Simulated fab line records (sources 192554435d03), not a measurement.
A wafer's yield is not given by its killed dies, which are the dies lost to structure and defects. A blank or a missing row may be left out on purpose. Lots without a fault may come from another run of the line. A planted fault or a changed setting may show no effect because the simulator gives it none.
fab line records || flow n5Finfet
record: {"lots": 6, "wafers": 18, "lastDay": 17}
route steps=1938 shown BEOL_M9@1469 BEOL_M10@1470
lots that met no fault: from a run of the same line without faults
startH: start of the lot's first displayed wafer, in hours after the record's first day || waitH: hours since the lot's step before || " same as the row above || L1.1+2: a row that stands for several wafers || - no value present, or no start provided || * or withheld: withheld || < > ~ a bound
route shown NAME@n: names a module that has steps shown in the file, with the first one's number in the route || usual: mean and standard deviation over wafers with no fault || same: alike in all rows || chamber/n: place in a boat || sites: each site's reading || _std_site: their standard deviation || _edge_site: the outer-site mean with the inner-site mean subtracted || radiusMm: how far each site lies from the wafer's centre || mask NAME#n: copy n || behind: the most recent tool/chamber to have shaped the wafer || hold: reason for holding the lot/hours on hold/outcome of the hold || device: the n, p or np transistor that did not switch || end of line: tests run on the same wafers once the route is complete || a step without rows: its recipe alone || killed: the dies lost at the first sort to structure and to defects; this is not the yield of the wafer || map: the dies of a wafer, with x for killed, . for not killed, _ for no die there
set.NAME: the run value of the setting; set.NAME@STEP: its run value at that earlier step || model.NAME: the simulator's own value behind a step, which no gauge read
certain route steps with their lots: each step a table, each wafer a row
services: when a tool's chamber went out of use (startH, in hours from the record's first day, below 0 if earlier), for how many hours, and the reason
== steps ==
step: N5_BEOL_M9_INSPECT_58
recipe: {"inspectInstrument": "darkfield", "mode": "postDep"}
usual: {"rawDefectCount": "76/24"}
{"lot.wafer": "L875.4", "tool": "defectInspect-01", "chamber": "-", "startH": 210.80, "waitH": 0.0, "rawDefectCount": 167}
{"lot.wafer": "L875.5", "tool": "defectInspect-01", "chamber": "-", "startH": 210.80, "waitH": 0.0, "rawDefectCount": 114}
{"lot.wafer": "L875.6", "tool": "defectInspect-01", "chamber": "-", "startH": 210.80, "waitH": 0.0, "rawDefectCount": 114}
{"lot.wafer": "L890.1", "tool": "defectInspect-02", "chamber": "-", "startH": 293.23, "waitH": 0.0, "rawDefectCount": 102}
{"lot.wafer": "L890.4", "tool": "defectInspect-02", "chamber": "-", "startH": 293.23, "waitH": 0.0, "rawDefectCount": 57}
{"lot.wafer": "L890.5", "tool": "defectInspect-02", "chamber": "-", "startH": 293.23, "waitH": 0.0, "rawDefectCount": 69}
{"lot.wafer": "L889.1", "tool": "defectInspect-01", "chamber": "-", "startH": 293.45, "waitH": 0.0, "rawDefectCount": 44}
{"lot.wafer": "L889.3", "tool": "defectInspect-01", "chamber": "-", "startH": 293.45, "waitH": 0.0, "rawDefectCount": 42}
{"lot.wafer": "L889.5", "tool": "defectInspect-01", "chamber": "-", "startH": 293.45, "waitH": 0.0, "rawDefectCount": 123}
{"lot.wafer": "L891.1", "tool": "defectInspect-01", "chamber": "-", "startH": 310.56, "waitH": 0.0, "rawDefectCount": 79}
{"lot.wafer": "L891.3", "tool": "defectInspect-01", "chamber": "-", "startH": 310.56, "waitH": 0.0, "rawDefectCount": 82}
{"lot.wafer": "L891.5", "tool": "defectInspect-01", "chamber": "-", "startH": 310.56, "waitH": 0.0, "rawDefectCount": 116}
{"lot.wafer": "L895.1", "tool": "defectInspect-02", "chamber": "-", "startH": 332.98, "waitH": 0.0, "rawDefectCount": 74}
{"lot.wafer": "L895.2", "tool": "defectInspect-02", "chamber": "-", "startH": 332.98, "waitH": 0.0, "rawDefectCount": 88}
{"lot.wafer": "L895.3", "tool": "defectInspect-02", "chamber": "-", "startH": 332.98, "waitH": 0.0, "rawDefectCount": 72}
{"lot.wafer": "L897.4", "tool": "defectInspect-01", "chamber": "-", "startH": 349.17, "waitH": 0.0, "rawDefectCount": 77}
{"lot.wafer": "L897.5", "tool": "defectInspect-01", "chamber": "-", "startH": 349.17, "waitH": 0.0, "rawDefectCount": 91}
{"lot.wafer": "L897.6", "tool": "defectInspect-01", "chamber": "-", "startH": 349.17, "waitH": 0.0, "rawDefectCount": 78}
step: N5_BEOL_M10_ILD_DEP_00
recipe: {"material": "SiCOH_lowk", "targetThkA": 3085.1, "tempC": 300, "precursor": "DEMS/porogen", "pressureTorr": 5, "rfW": 500, "timeS": 58}
usual: {"heaterPowerW": "317/32", "rfFwdPowerW": "496.5/2.1", "showerheadPlenumPTorr": "5.736/0.014", "throttleValvePct": "13.8/0.75"}
{"lot.wafer": "L875.4", "tool": "pecvd-04", "chamber": 2, "startH": 210.86, "waitH": 0.1, "heaterPowerW": 305, "rfFwdPowerW": 495.6, "showerheadPlenumPTorr": 5.732, "throttleValvePct": 13.8}
{"lot.wafer": "L875.5", "tool": "pecvd-04", "chamber": 1, "startH": 210.86, "waitH": 0.1, "heaterPowerW": 328, "rfFwdPowerW": 496.5, "showerheadPlenumPTorr": 5.725, "throttleValvePct": 13.7}
{"lot.wafer": "L875.6", "tool": "pecvd-04", "chamber": 0, "startH": 210.86, "waitH": 0.1, "heaterPowerW": 310, "rfFwdPowerW": 494.7, "showerheadPlenumPTorr": 5.740, "throttleValvePct": 15.0}
{"lot.wafer": "L890.1", "tool": "pecvd-04", "chamber": 2, "startH": 293.27, "waitH": 0.0, "heaterPowerW": 295, "rfFwdPowerW": 496.2, "showerheadPlenumPTorr": 5.724, "throttleValvePct": 12.4}
{"lot.wafer": "L890.4", "tool": "pecvd-04", "chamber": 2, "startH": 293.27, "waitH": 0.0, "heaterPowerW": 296, "rfFwdPowerW": 496.0, "showerheadPlenumPTorr": 5.735, "throttleValvePct": 12.3}
{"lot.wafer": "L890.5", "tool": "pecvd-04", "chamber": 0, "startH": 293.27, "waitH": 0.0, "heaterPowerW": 303, "rfFwdPowerW": 495.1, "showerheadPlenumPTorr": 5.715, "throttleValvePct": 15.1}
{"lot.wafer": "L889.1", "tool": "pecvd-03", "chamber": 1, "startH": 293.48, "waitH": 0.0, "heaterPowerW": 336, "rfFwdPowerW": 497.1, "showerheadPlenumPTorr": 5.768, "throttleValvePct": 14.9}
{"lot.wafer": "L889.3", "tool": "pecvd-03", "chamber": 2, "startH": 293.48, "waitH": 0.0, "heaterPowerW": 326, "rfFwdPowerW": 494.4, "showerheadPlenumPTorr": 5.720, "throttleValvePct": 14.2}
{"lot.wafer": "L889.5", "tool": "pecvd-03", "chamber": 1, "startH": 293.48, "waitH": 0.0, "heaterPowerW": 356, "rfFwdPowerW": 495.1, "showerheadPlenumPTorr": 5.753, "throttleValvePct": 14.7}
{"lot.wafer": "L891.1", "tool": "pecvd-04", "chamber": 0, "startH": 310.60, "waitH": 0.0, "heaterPowerW": 315, "rfFwdPowerW": 496.4, "showerheadPlenumPTorr": 5.731, "throttleValvePct": 15.1}
{"lot.wafer": "L891.3", "tool": "pecvd-04", "chamber": 1, "startH": 310.60, "waitH": 0.0, "heaterPowerW": 300, "rfFwdPowerW": 497.0, "showerheadPlenumPTorr": 5.731, "throttleValvePct": 14.0}
{"lot.wafer": "L891.5", "tool": "pecvd-04", "chamber": 0, "startH": 310.60, "waitH": 0.0, "heaterPowerW": 315, "rfFwdPowerW": 499.3, "showerheadPlenumPTorr": 5.719, "throttleValvePct": 15.0}
{"lot.wafer": "L895.1", "tool": "pecvd-04", "chamber": 0, "startH": 333.02, "waitH": 0.0, "heaterPowerW": 259, "rfFwdPowerW": 500.8, "showerheadPlenumPTorr": 5.736, "throttleValvePct": 15.3}
{"lot.wafer": "L895.2", "tool": "pecvd-04", "chamber": 2, "startH": 333.02, "waitH": 0.0, "heaterPowerW": 268, "rfFwdPowerW": 498.9, "showerheadPlenumPTorr": 5.740, "throttleValvePct": 12.5}
{"lot.wafer": "L895.3", "tool": "pecvd-04", "chamber": 1, "startH": 333.02, "waitH": 0.0, "heaterPowerW": 329, "rfFwdPowerW": 497.4, "showerheadPlenumPTorr": 5.742, "throttleValvePct": 13.8}
{"lot.wafer": "L897.4", "tool": "pecvd-01", "chamber": 2, "startH": 349.24, "waitH": 0.1, "heaterPowerW": 378, "rfFwdPowerW": 495.4, "showerheadPlenumPTorr": 5.732, "throttleValvePct": 13.0}
{"lot.wafer": "L897.5", "tool": "pecvd-01", "chamber": 0, "startH": 349.24, "waitH": 0.1, "heaterPowerW": 298, "rfFwdPowerW": 496.4, "showerheadPlenumPTorr": 5.728, "throttleValvePct": 13.2}
{"lot.wafer": "L897.6", "tool": "pecvd-01", "chamber": 1, "startH": 349.24, "waitH": 0.1, "heaterPowerW": 331, "rfFwdPowerW": 498.4, "showerheadPlenumPTorr": 5.753, "throttleValvePct": 13.8}
step: N5_BEOL_M10_CURE_71
recipe: {"tempC": 385, "timeS": 240, "ambient": "He/Ar", "material": "SiCOH_lowk"}
usual: {"lampPowerPct": "52.32/0.054", "wafer_temp_C_max": "387.2/0.54"}
{"lot.wafer": "L875.4", "tool": "uvCure-01", "chamber": 2, "startH": 211.39, "waitH": 0.5, "lampPowerPct": 52.33, "wafer_temp_C_max": 386.7}
{"lot.wafer": "L875.5", "tool": "uvCure-01", "chamber": 2, "startH": 211.39, "waitH": 0.5, "lampPowerPct": 52.35, "wafer_temp_C_max": 386.7}
{"lot.wafer": "L875.6", "tool": "uvCure-01", "chamber": 2, "startH": 211.39, "waitH": 0.5, "lampPowerPct": 52.39, "wafer_temp_C_max": 387.0}
{"lot.wafer": "L890.1", "tool": "uvCure-03", "chamber": 0, "startH": 293.35, "waitH": 0.0, "lampPowerPct": 52.31, "wafer_temp_C_max": 386.6}
{"lot.wafer": "L890.4", "tool": "uvCure-03", "chamber": 0, "startH": 293.35, "waitH": 0.0, "lampPowerPct": 52.36, "wafer_temp_C_max": 386.7}
{"lot.wafer": "L890.5", "tool": "uvCure-03", "chamber": 0, "startH": 293.35, "waitH": 0.0, "lampPowerPct": 52.31, "wafer_temp_C_max": 387.2}
{"lot.wafer": "L889.1", "tool": "uvCure-02", "chamber": 1, "startH": 293.56, "waitH": 0.0, "lampPowerPct": 52.30, "wafer_temp_C_max": 387.0}
{"lot.wafer": "L889.3", "tool": "uvCure-02", "chamber": 1, "startH": 293.56, "waitH": 0.0, "lampPowerPct": 52.32, "wafer_temp_C_max": 386.7}
{"lot.wafer": "L889.5", "tool": "uvCure-02", "chamber": 1, "startH": 293.56, "waitH": 0.0, "lampPowerPct": 52.25, "wafer_temp_C_max": 387.4}
{"lot.wafer": "L891.1", "tool": "uvCure-01", "chamber": 1, "startH": 310.68, "waitH": 0.0, "lampPowerPct": 52.29, "wafer_temp_C_max": 387.2}
{"lot.wafer": "L891.3", "tool": "uvCure-01", "chamber": 1, "startH": 310.68, "waitH": 0.0, "lampPowerPct": 52.31, "wafer_temp_C_max": 387.6}
{"lot.wafer": "L891.5", "tool": "uvCure-01", "chamber": 1, "startH": 310.68, "waitH": 0.0, "lampPowerPct": 52.44, "wafer_temp_C_max": 388.2}
{"lot.wafer": "L895.1", "tool": "uvCure-02", "chamber": 2, "startH": 333.10, "waitH": 0.0, "lampPowerPct": 52.35, "wafer_temp_C_max": 387.7}
{"lot.wafer": "L895.2", "tool": "uvCure-02", "chamber": 2, "startH": 333.10, "waitH": 0.0, "lampPowerPct": 52.26, "wafer_temp_C_max": 387.2}
{"lot.wafer": "L895.3", "tool": "uvCure-02", "chamber": 2, "startH": 333.10, "waitH": 0.0, "lampPowerPct": 52.40, "wafer_temp_C_max": 388.5}
{"lot.wafer": "L897.4", "tool": "uvCure-02", "chamber": 2, "startH": 349.54, "waitH": 0.3, "lampPowerPct": 52.33, "wafer_temp_C_max": 386.5}
{"lot.wafer": "L897.5", "tool": "uvCure-02", "chamber": 2, "startH": 349.54, "waitH": 0.3, "lampPowerPct": 52.17, "wafer_temp_C_max": 387.3}
{"lot.wafer": "L897.6", "tool": "uvCure-02", "chamber": 2, "startH": 349.54, "waitH": 0.3, "lampPowerPct": 52.37, "wafer_temp_C_max": 388.3}
step: N5_BEOL_M10_THK_MEAS_01
recipe: {"reads": "SiCOH_lowk_of_BEOL_M10_ILD_DEP_00"}
usual: {"M10_ILD_THK": "267/3.8"}
{"lot.wafer": "L875.4", "tool": "filmMetro-02", "chamber": "-", "startH": 211.68, "waitH": 0.2, "M10_ILD_THK[nm]": 265}
{"lot.wafer": "L875.5", "tool": "filmMetro-02", "chamber": "-", "startH": 211.68, "waitH": 0.2, "M10_ILD_THK[nm]": 267}
{"lot.wafer": "L875.6", "tool": "filmMetro-02", "chamber": "-", "startH": 211.68, "waitH": 0.2, "M10_ILD_THK[nm]": 263}
{"lot.wafer": "L890.1", "tool": "filmMetro-01", "chamber": "-", "startH": 293.86, "waitH": 0.4, "M10_ILD_THK[nm]": 262}
{"lot.wafer": "L890.4", "tool": "filmMetro-01", "chamber": "-", "startH": 293.86, "waitH": 0.4, "M10_ILD_THK[nm]": 264}
{"lot.wafer": "L890.5", "tool": "filmMetro-01", "chamber": "-", "startH": 293.86, "waitH": 0.4, "M10_ILD_THK[nm]": 268}
{"lot.wafer": "L889.1", "tool": "filmMetro-02", "chamber": "-", "startH": 294.07, "waitH": 0.4, "M10_ILD_THK[nm]": 270}
{"lot.wafer": "L889.3", "tool": "filmMetro-02", "chamber": "-", "startH": 294.07, "waitH": 0.4, "M10_ILD_THK[nm]": 262}
{"lot.wafer": "L889.5", "tool": "filmMetro-02", "chamber": "-", "startH": 294.07, "waitH": 0.4, "M10_ILD_THK[nm]": 270}
{"lot.wafer": "L891.1", "tool": "filmMetro-01", "chamber": "-", "startH": 311.19, "waitH": 0.4, "M10_ILD_THK[nm]": 264}
{"lot.wafer": "L891.3", "tool": "filmMetro-01", "chamber": "-", "startH": 311.19, "waitH": 0.4, "M10_ILD_THK[nm]": 268}
{"lot.wafer": "L891.5", "tool": "filmMetro-01", "chamber": "-", "startH": 311.19, "waitH": 0.4, "M10_ILD_THK[nm]": 271}
{"lot.wafer": "L895.1", "tool": "filmMetro-01", "chamber": "-", "startH": 333.61, "waitH": 0.4, "M10_ILD_THK[nm]": 258}
{"lot.wafer": "L895.2", "tool": "filmMetro-01", "chamber": "-", "startH": 333.61, "waitH": 0.4, "M10_ILD_THK[nm]": 263}
{"lot.wafer": "L895.3", "tool": "filmMetro-01", "chamber": "-", "startH": 333.61, "waitH": 0.4, "M10_ILD_THK[nm]": 265}
{"lot.wafer": "L897.4", "tool": "filmMetro-01", "chamber": "-", "startH": 349.82, "waitH": 0.2, "M10_ILD_THK[nm]": 274}
{"lot.wafer": "L897.5", "tool": "filmMetro-01", "chamber": "-", "startH": 349.82, "waitH": 0.2, "M10_ILD_THK[nm]": 270}
{"lot.wafer": "L897.6", "tool": "filmMetro-01", "chamber": "-", "startH": 349.82, "waitH": 0.2, "M10_ILD_THK[nm]": 272}
step: N5_BEOL_M10_PECVD_70
recipe: {"material": "SiO2", "targetThkA": 200, "tempC": 400, "precursor": "TEOS/O2", "pressureTorr": 5.5, "rfW": 450, "teosFlowSccm": 53.8, "gas": "O2", "flowSccm": 3000, "timeS": 22.7}
usual: {"heaterPowerW": "729/61", "rfFwdPowerW": "444.5/2.3", "showerheadPlenumPTorr": "8.77/0.069", "throttleValvePct": "22.4/1.2"}
{"lot.wafer": "L875.4", "tool": "pecvd-03", "chamber": 1, "startH": 211.74, "waitH": 0.1, "heaterPowerW": 688, "rfFwdPowerW": 444.4, "showerheadPlenumPTorr": 8.86, "throttleValvePct": 23.8}
{"lot.wafer": "L875.5", "tool": "pecvd-03", "chamber": 0, "startH": 211.74, "waitH": 0.1, "heaterPowerW": 778, "rfFwdPowerW": 443.0, "showerheadPlenumPTorr": 8.89, "throttleValvePct": 21.7}
{"lot.wafer": "L875.6", "tool": "pecvd-03", "chamber": 2, "startH": 211.74, "waitH": 0.1, "heaterPowerW": 702, "rfFwdPowerW": 439.6, "showerheadPlenumPTorr": 8.66, "throttleValvePct": 22.6}
{"lot.wafer": "L890.1", "tool": "pecvd-04", "chamber": 0, "startH": 293.90, "waitH": 0.0, "heaterPowerW": 723, "rfFwdPowerW": 445.1, "showerheadPlenumPTorr": 8.75, "throttleValvePct": 24.4}
{"lot.wafer": "L890.4", "tool": "pecvd-04", "chamber": 0, "startH": 293.90, "waitH": 0.0, "heaterPowerW": 721, "rfFwdPowerW": 445.3, "showerheadPlenumPTorr": 8.72, "throttleValvePct": 24.5}
{"lot.wafer": "L890.5", "tool": "pecvd-04", "chamber": 1, "startH": 293.90, "waitH": 0.0, "heaterPowerW": 698, "rfFwdPowerW": 445.2, "showerheadPlenumPTorr": 8.73, "throttleValvePct": 22.5}
{"lot.wafer": "L889.1", "tool": "pecvd-03", "chamber": 0, "startH": 294.11, "waitH": 0.0, "heaterPowerW": 854, "rfFwdPowerW": 442.3, "showerheadPlenumPTorr": 8.90, "throttleValvePct": 21.6}
{"lot.wafer": "L889.3", "tool": "pecvd-03", "chamber": 2, "startH": 294.11, "waitH": 0.0, "heaterPowerW": 716, "rfFwdPowerW": 439.9, "showerheadPlenumPTorr": 8.66, "throttleValvePct": 22.7}
{"lot.wafer": "L889.5", "tool": "pecvd-03", "chamber": 2, "startH": 294.11, "waitH": 0.0, "heaterPowerW": 719, "rfFwdPowerW": 439.7, "showerheadPlenumPTorr": 8.66, "throttleValvePct": 22.8}
{"lot.wafer": "L891.1", "tool": "pecvd-01", "chamber": 1, "startH": 311.23, "waitH": 0.0, "heaterPowerW": 785, "rfFwdPowerW": 448.4, "showerheadPlenumPTorr": 8.81, "throttleValvePct": 22.3}
{"lot.wafer": "L891.3", "tool": "pecvd-01", "chamber": 0, "startH": 311.23, "waitH": 0.0, "heaterPowerW": 724, "rfFwdPowerW": 445.9, "showerheadPlenumPTorr": 8.72, "throttleValvePct": 21.8}
{"lot.wafer": "L891.5", "tool": "pecvd-01", "chamber": 2, "startH": 311.23, "waitH": 0.0, "heaterPowerW": 843, "rfFwdPowerW": 447.1, "showerheadPlenumPTorr": 8.80, "throttleValvePct": 21.3}
{"lot.wafer": "L895.1", "tool": "pecvd-04", "chamber": 1, "startH": 333.65, "waitH": 0.0, "heaterPowerW": 622, "rfFwdPowerW": 445.0, "showerheadPlenumPTorr": 8.73, "throttleValvePct": 22.3}
{"lot.wafer": "L895.2", "tool": "pecvd-04", "chamber": 2, "startH": 333.65, "waitH": 0.0, "heaterPowerW": 713, "rfFwdPowerW": 446.6, "showerheadPlenumPTorr": 8.73, "throttleValvePct": 20.7}
{"lot.wafer": "L895.3", "tool": "pecvd-04", "chamber": 0, "startH": 333.65, "waitH": 0.0, "heaterPowerW": 658, "rfFwdPowerW": 445.5, "showerheadPlenumPTorr": 8.74, "throttleValvePct": 24.2}
{"lot.wafer": "L897.4", "tool": "pecvd-04", "chamber": 0, "startH": 349.87, "waitH": 0.1, "heaterPowerW": 687, "rfFwdPowerW": 446.1, "showerheadPlenumPTorr": 8.73, "throttleValvePct": 24.6}
{"lot.wafer": "L897.5", "tool": "pecvd-04", "chamber": 2, "startH": 349.87, "waitH": 0.1, "heaterPowerW": 688, "rfFwdPowerW": 442.3, "showerheadPlenumPTorr": 8.74, "throttleValvePct": 20.2}
{"lot.wafer": "L897.6", "tool": "pecvd-04", "chamber": 1, "startH": 349.87, "waitH": 0.1, "heaterPowerW": 671, "rfFwdPowerW": 445.1, "showerheadPlenumPTorr": 8.76, "throttleValvePct": 22.2}
step: N5_BEOL_M10_HM_DEP_02
recipe: {"material": "TiN", "targetThkA": 200, "tempC": 25, "chamberPressurePa": 0.49996}
usual: {"chamberPressurePa": "0.5001/0.001", "throttleValvePct": "29.9/0.91"}
{"lot.wafer": "L875.4", "tool": "pvdSputter-02", "chamber": "-", "startH": 212.27, "waitH": 0.5, "chamberPressurePa": 0.4991, "throttleValvePct": 31.2}
{"lot.wafer": "L875.5", "tool": "pvdSputter-02", "chamber": "-", "startH": 212.27, "waitH": 0.5, "chamberPressurePa": 0.5002, "throttleValvePct": 31.2}
{"lot.wafer": "L875.6", "tool": "pvdSputter-02", "chamber": "-", "startH": 212.27, "waitH": 0.5, "chamberPressurePa": 0.5004, "throttleValvePct": 28.8}
{"lot.wafer": "L890.1", "tool": "pvdSputter-02", "chamber": "-", "startH": 294.35, "waitH": 0.4, "chamberPressurePa": 0.5005, "throttleValvePct": 30.0}
{"lot.wafer": "L890.4", "tool": "pvdSputter-02", "chamber": "-", "startH": 294.35, "waitH": 0.4, "chamberPressurePa": 0.5005, "throttleValvePct": 28.9}
{"lot.wafer": "L890.5", "tool": "pvdSputter-02", "chamber": "-", "startH": 294.35, "waitH": 0.4, "chamberPressurePa": 0.5019, "throttleValvePct": 29.0}
{"lot.wafer": "L889.1", "tool": "pvdSputter-03", "chamber": "-", "startH": 294.61, "waitH": 0.5, "chamberPressurePa": 0.4987, "throttleValvePct": 30.7}
{"lot.wafer": "L889.3", "tool": "pvdSputter-03", "chamber": "-", "startH": 294.61, "waitH": 0.5, "chamberPressurePa": 0.5010, "throttleValvePct": 29.6}
{"lot.wafer": "L889.5", "tool": "pvdSputter-03", "chamber": "-", "startH": 294.61, "waitH": 0.5, "chamberPressurePa": 0.4982, "throttleValvePct": 30.5}
{"lot.wafer": "L891.1", "tool": "pvdSputter-03", "chamber": "-", "startH": 311.99, "waitH": 0.7, "chamberPressurePa": 0.5026, "throttleValvePct": 30.0}
{"lot.wafer": "L891.3", "tool": "pvdSputter-03", "chamber": "-", "startH": 311.99, "waitH": 0.7, "chamberPressurePa": 0.5015, "throttleValvePct": 29.3}
{"lot.wafer": "L891.5", "tool": "pvdSputter-03", "chamber": "-", "startH": 311.99, "waitH": 0.7, "chamberPressurePa": 0.4999, "throttleValvePct": 29.1}
{"lot.wafer": "L895.1", "tool": "pvdSputter-03", "chamber": "-", "startH": 334.81, "waitH": 1.1, "chamberPressurePa": 0.4999, "throttleValvePct": 30.9}
{"lot.wafer": "L895.2", "tool": "pvdSputter-03", "chamber": "-", "startH": 334.81, "waitH": 1.1, "chamberPressurePa": 0.5005, "throttleValvePct": 30.0}
{"lot.wafer": "L895.3", "tool": "pvdSputter-03", "chamber": "-", "startH": 334.81, "waitH": 1.1, "chamberPressurePa": 0.5017, "throttleValvePct": 30.3}
{"lot.wafer": "L897.4", "tool": "pvdSputter-01", "chamber": "-", "startH": 351.62, "waitH": 1.7, "chamberPressurePa": 0.5003, "throttleValvePct": 30.5}
{"lot.wafer": "L897.5", "tool": "pvdSputter-01", "chamber": "-", "startH": 351.62, "waitH": 1.7, "chamberPressurePa": 0.4999, "throttleValvePct": 30.7}
{"lot.wafer": "L897.6", "tool": "pvdSputter-01", "chamber": "-", "startH": 351.62, "waitH": 1.7, "chamberPressurePa": 0.4998, "throttleValvePct": 30.5}
step: N5_BEOL_M10_COAT_59
recipe: {"resist": "SOC", "tempC": 250, "timeS": 60, "spinRpm": 1500, "resistThkNm": 100}
step: N5_BEOL_M10_COAT_60
recipe: {"resist": "SiARC", "tempC": 220, "timeS": 60, "spinRpm": 1500, "resistThkNm": 30}
step: N5_BEOL_M10_COAT_05
recipe: {"resist": "CAR-ArF", "spinRpm": 1500, "resistThkNm": 90}
step: N5_BEOL_M10_EBR_07
recipe: {"solvent": "PGMEA", "ebrWidthMm": 1.5}
step: N5_BEOL_M10_SOFTBAKE_06
recipe: {"tempC": 110, "timeS": 60, "resist": "CAR-ArF"}
step: N5_BEOL_M10_EXPOSE_08
recipe: {"maskId": "M10", "na": 1.35, "sourceShape": "dipole", "sigmaInner": 0.411, "sigmaOuter": 0.611, "polarization": "te", "doseMj": 53.75}
step: N5_BEOL_M10_PEB_09
recipe: {"pebTempC": "withheld", "pebTimeS": 60, "resist": "CAR-ArF"}
usual: {"chillPlateTempC": "23.00/0.098", "exhaustPa": "45.1/0.91", "resistLineTempC": "22.98/0.11"}
{"lot.wafer": "L875.4", "tool": "lithoTrack-02", "chamber": 0, "startH": 212.57, "waitH": 0.0, "chillPlateTempC": 23.03, "exhaustPa": 45.8, "resistLineTempC": 23.13}
{"lot.wafer": "L875.5", "tool": "lithoTrack-02", "chamber": 0, "startH": 212.57, "waitH": 0.0, "chillPlateTempC": 22.91, "exhaustPa": 46.0, "resistLineTempC": 23.01}
{"lot.wafer": "L875.6", "tool": "lithoTrack-02", "chamber": 0, "startH": 212.57, "waitH": 0.0, "chillPlateTempC": 22.99, "exhaustPa": 45.3, "resistLineTempC": 22.99}
{"lot.wafer": "L890.1", "tool": "lithoTrack-02", "chamber": "-", "startH": 294.78, "waitH": 0.1, "chillPlateTempC": "-", "exhaustPa": "-", "resistLineTempC": "-"}
{"lot.wafer": "L890.4", "tool": "lithoTrack-02", "chamber": "-", "startH": 294.78, "waitH": 0.1, "chillPlateTempC": "-", "exhaustPa": "-", "resistLineTempC": "-"}
{"lot.wafer": "L890.5", "tool": "lithoTrack-02", "chamber": "-", "startH": 294.78, "waitH": 0.1, "chillPlateTempC": "-", "exhaustPa": "-", "resistLineTempC": "-"}
{"lot.wafer": "L889.1", "tool": "lithoTrack-01", "chamber": "-", "startH": 295.04, "waitH": 0.1, "chillPlateTempC": "-", "exhaustPa": "-", "resistLineTempC": "-"}
{"lot.wafer": "L889.3", "tool": "lithoTrack-01", "chamber": "-", "startH": 295.04, "waitH": 0.1, "chillPlateTempC": "-", "exhaustPa": "-", "resistLineTempC": "-"}
{"lot.wafer": "L889.5", "tool": "lithoTrack-01", "chamber": "-", "startH": 295.04, "waitH": 0.1, "chillPlateTempC": "-", "exhaustPa": "-", "resistLineTempC": "-"}
{"lot.wafer": "L891.1", "tool": "lithoTrack-02", "chamber": 0, "startH": 312.29, "waitH": 0.1, "chillPlateTempC": 22.98, "exhaustPa": 46.3, "resistLineTempC": 23.08}
{"lot.wafer": "L891.3", "tool": "lithoTrack-02", "chamber": 0, "startH": 312.29, "waitH": 0.1, "chillPlateTempC": 22.97, "exhaustPa": 46.9, "resistLineTempC": 22.82}
{"lot.wafer": "L891.5", "tool": "lithoTrack-02", "chamber": 0, "startH": 312.29, "waitH": 0.1, "chillPlateTempC": 22.77, "exhaustPa": 45.2, "resistLineTempC": 22.91}
{"lot.wafer": "L895.1", "tool": "lithoTrack-01", "chamber": 0, "startH": 335.11, "waitH": 0.1, "chillPlateTempC": 23.02, "exhaustPa": 44.9, "resistLineTempC": 23.25}
{"lot.wafer": "L895.2", "tool": "lithoTrack-01", "chamber": 0, "startH": 335.11, "waitH": 0.1, "chillPlateTempC": 22.87, "exhaustPa": 45.9, "resistLineTempC": 23.18}
{"lot.wafer": "L895.3", "tool": "lithoTrack-01", "chamber": 0, "startH": 335.11, "waitH": 0.1, "chillPlateTempC": 22.82, "exhaustPa": 46.2, "resistLineTempC": 23.08}
{"lot.wafer": "L897.4", "tool": "lithoTrack-02", "chamber": 0, "startH": 352.05, "waitH": 0.0, "chillPlateTempC": 22.97, "exhaustPa": 45.3, "resistLineTempC": 22.99}
{"lot.wafer": "L897.5", "tool": "lithoTrack-02", "chamber": 0, "startH": 352.05, "waitH": 0.0, "chillPlateTempC": 22.99, "exhaustPa": 44.4, "resistLineTempC": 23.01}
{"lot.wafer": "L897.6", "tool": "lithoTrack-02", "chamber": 0, "startH": 352.05, "waitH": 0.0, "chillPlateTempC": 22.92, "exhaustPa": 44.1, "resistLineTempC": 22.97}
step: N5_BEOL_M10_DEVELOP_10
recipe: {"developTimeS": 30, "developer": "TMAH", "resist": "CAR-ArF", "rinseLiquid": "diw", "dry": "airSpin", "devTempC": 23}
== services ==
{"tool": "pecvd-03", "chamber": 1, "startH": 204.64, "hours": 2.1, "kind": "scheduledDown"}
{"tool": "pecvd-01", "chamber": 1, "startH": 216.41, "hours": 5.0, "kind": "repair"}
{"tool": "pecvd-04", "chamber": 2, "startH": 226.18, "hours": 5.5, "kind": "scheduledDown"}
{"tool": "uvCure-01", "chamber": "-", "startH": 226.58, "hours": 28.1, "kind": "pm"}
{"tool": "lithoTrack-01", "chamber": "-", "startH": 252.96, "hours": "-", "kind": "consumableReplace:filter"}
{"tool": "pecvd-03", "chamber": "-", "startH": 254.60, "hours": 0.9, "kind": "repair"}
{"tool": "uvCure-01", "chamber": "-", "startH": 254.68, "hours": 1.0, "kind": "pm"}
{"tool": "pecvd-04", "chamber": 1, "startH": 258.07, "hours": 2.8, "kind": "repair"}
{"tool": "uvCure-03", "chamber": "-", "startH": 269.52, "hours": 7.5, "kind": "pm"}
{"tool": "pecvd-04", "chamber": "-", "startH": 277.54, "hours": 5.4, "kind": "repair"}
{"tool": "uvCure-01", "chamber": "-", "startH": 284.06, "hours": 7.5, "kind": "pm"}
{"tool": "uvCure-02", "chamber": "-", "startH": 296.95, "hours": 4.5, "kind": "pm"}
{"tool": "pecvd-03", "chamber": 1, "startH": 308.67, "hours": 4.0, "kind": "repair"}
{"tool": "pecvd-03", "chamber": "-", "startH": 321.24, "hours": 0.5, "kind": "repair"}
{"tool": "pecvd-01", "chamber": 0, "startH": 334.50, "hours": 3.8, "kind": "repair"}
{"tool": "pecvd-01", "chamber": 2, "startH": 338.73, "hours": 5.5, "kind": "scheduledDown"}
{"tool": "uvCure-02", "chamber": "-", "startH": 345.33, "hours": 0.3, "kind": "repair"}
{"tool": "pecvd-03", "chamber": 1, "startH": 349.27, "hours": 5.5, "kind": "scheduledDown"}
== key ==
firstSign: {"step": "N5_BEOL_M10_PEB_09", "reading": "toolRecord", "direction": "missing"}
effect none on later readings
metAt N5_BEOL_M10_PEB_09
struckWafers L889.1,L889.3,L889.5,L890.1,L890.4,L890.5
laterRowsLeftOut L889.1,L889.3,L889.5,L890.1,L890.4,L890.5
sortLeftOut L889.1,L889.3,L889.5,L890.1,L890.4,L890.5
onsetBetween 212.57 294.78
fault: {"kind": "skippedStepWhole", "tool": "lithoTrack-01,lithoTrack-02", "chamber": "-", "onsetH": 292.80, "steps": "N5_BEOL_M10_PEB_09", "scope": "struckLotsOnly"}
sortLeftOut: the simulated sort isn't trusted on such a fault, so these wafers' sort isn't shown, and their yield isn't known
laterRowsLeftOut: the simulator's readings of these wafers behind a module that went badly wrong aren't trusted and aren't shown, but for the sort
